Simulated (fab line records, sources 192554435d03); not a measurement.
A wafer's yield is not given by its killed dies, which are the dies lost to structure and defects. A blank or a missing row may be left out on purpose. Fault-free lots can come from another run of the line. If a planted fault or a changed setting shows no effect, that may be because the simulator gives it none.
A lot that was struck, set against a sound lot / flow n5_finfet / 16 steps out of a route of 1938
Sound: these wafers, L898.1, L898.4, L898.6. Wafers L896.1, L896.5, L896.6 were the ones struck. The cause is named last.
Per side, at each step with rows, come the tool, then ch with its chambers, and then its first start. Under that, the readings that differ: sound wafers / struck wafers / difference of the means / sigmas: that difference in standard deviations of wafers without a fault.
alike: readings with means less than 2 such deviations apart, plus words and numbers identical on both sides. not compared: withheld readings, readings lacking a value on some wafer, bounds such as >300 that could conceal the same value, and numbers that have no deviation in the record and whose values overlap.
Wherever a step has rows on one side only, a row that says differs or no value, or a row with sigmas, the two part there. Numbers that don't overlap but have no deviation are shown without sigmas and don't part them. A reading missing from all wafers of one side parts the sides only when that side holds two or more wafers.

first, 7 steps without rows for these wafers: N5_MIM_BOT_LITHO_COAT_02; N5_MIM_BOT_LITHO_EBR_04; N5_MIM_BOT_LITHO_SOFTBAKE_03 (time 90 s); N5_MIM_BOT_LITHO_EXPOSE_05 (exposes mask MIM BOT); N5_MIM_BOT_LITHO_PEB_06; N5_MIM_BOT_LITHO_DEVELOP_07 (develop time 60 s); N5_MIM_BOT_LITHO_HARDBAKE_09 (time 120 s).
N5_MIM_BOT_LITHO_CD_MEAS_08 targets a cd of 3000 nm.
  sound on cd_sem-03 ch 0, day 14 23:05; struck on cd_sem-01 ch 0, day 14 02:52
  alike: cd_nm
N5_MIM_BOT_LITHO_OVL_MEAS_11:
  sound on overlay-02 ch 0, day 14 23:07; struck on overlay-01 ch 0, day 14 02:54
  alike: MIM_BOT_OVL
N5_MIM_BOT_LITHO_INSPECT_12: inspects for defects (macro).
  sound on defect_inspect-01 at day 14 23:08; struck on defect_inspect-02 at day 14 02:55
  alike: raw_defect_count
N5_MIM_BOT_LITHO_DESCUM_10: chemistry O2, time 7.9 s.
  sound on rie_diel-04 ch 0,1, day 14 23:17; struck on rie_diel-04 ch 0,1,3, day 14 03:01
  alike: drypump_motor_current_A, oes_product_au, rf_fwd_power_W, rf_vpp_V, showerhead_plenum_p_Torr, throttle_valve_pct
  not compared: rf_hours_counter_h
N5_MIM_BOT_ETCH_ETCH_04: etches SiNx in CF4/O2, target depth 26 nm, time 13 s.
  sound on rie_diel-04 ch 0,1, day 14 23:21; struck on rie_diel-04 ch 0,1,3, day 14 03:05
  alike: drypump_motor_current_A, oes_product_au, rf_fwd_power_W, rf_vpp_V, showerhead_plenum_p_Torr, throttle_valve_pct
  not compared: rf_hours_counter_h
N5_MIM_BOT_ETCH_ETCH_03: etches the open film in Cl2/BCl3, target depth 12 nm.
  sound on rie_metal-02 ch 0,1, day 14 23:26; struck on rie_metal-01 ch 0,1, day 14 03:11
reading=oes_product_au (a.u.); sound=0.84 0.86 0.84; struck=1.10 0.99 1.09; difference=+0.21; sigmas=+3
reading=rf_fwd_power_W (W); sound=795.8 794.2 791.3; struck=1274.0 1279.0 1276.5; difference=+482.7; sigmas=+99 or more
reading=model.etch.depth_nm (nm); sound=12.59 11.57 12.61; struck=17.83 18.69 17.66; difference=+5.80; sigmas=
reading=model.MIM_BOT_ETCH.cd_offset_nm (nm); sound=-0.4 -0.2 -0.4; struck=-3 -3.2 -3.4; difference=-3; sigmas=
  alike: drypump_motor_current_A, throttle_valve_pct
  not compared: rf_hours_counter_h, model.coat_of_MIM_BOT_LITHO_COAT_02.thk_nm
N5_MIM_BOT_ETCH_ETCH_00: etches TiN in Cl2/BCl3, target depth 45.5 nm.
  sound on rie_metal-02 ch 0,1, day 14 23:32; struck on rie_metal-01 ch 0,1, day 14 03:16
reading=model.MIM_BOT_ETCH.cd_offset_nm (nm); sound=-0.8 -0.2 -0.6; struck=-3 -3 -3.2; difference=-3; sigmas=
  alike: drypump_motor_current_A, oes_product_au, rf_fwd_power_W, throttle_valve_pct
  not compared: rf_hours_counter_h, model.coat_of_MIM_BOT_LITHO_COAT_02.thk_nm
N5_MIM_BOT_ETCH_STRIP_01: strips in O2.
  sound on rie_diel-06 ch 0,3, day 14 23:44; struck on rie_diel-06 ch 0,2,3, day 14 03:25
  alike: drypump_motor_current_A, oes_product_au, rf_vpp_V, showerhead_plenum_p_Torr, throttle_valve_pct
  not compared: rf_hours_counter_h
after that, 1 step had no rows for these wafers: N5_PASSIVATION_PROBE_49.

## WHERE THEY PART
N5_MIM_BOT_ETCH_ETCH_03 only, going by this record. Later steps at which nothing parts them and some readings are alike: N5_MIM_BOT_ETCH_ETCH_00, N5_MIM_BOT_ETCH_STRIP_01.

WHY: the cause the simulator had injected
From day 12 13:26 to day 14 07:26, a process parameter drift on rie_metal-01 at N5_MIM_BOT_ETCH_ETCH_03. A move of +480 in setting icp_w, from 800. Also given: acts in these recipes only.
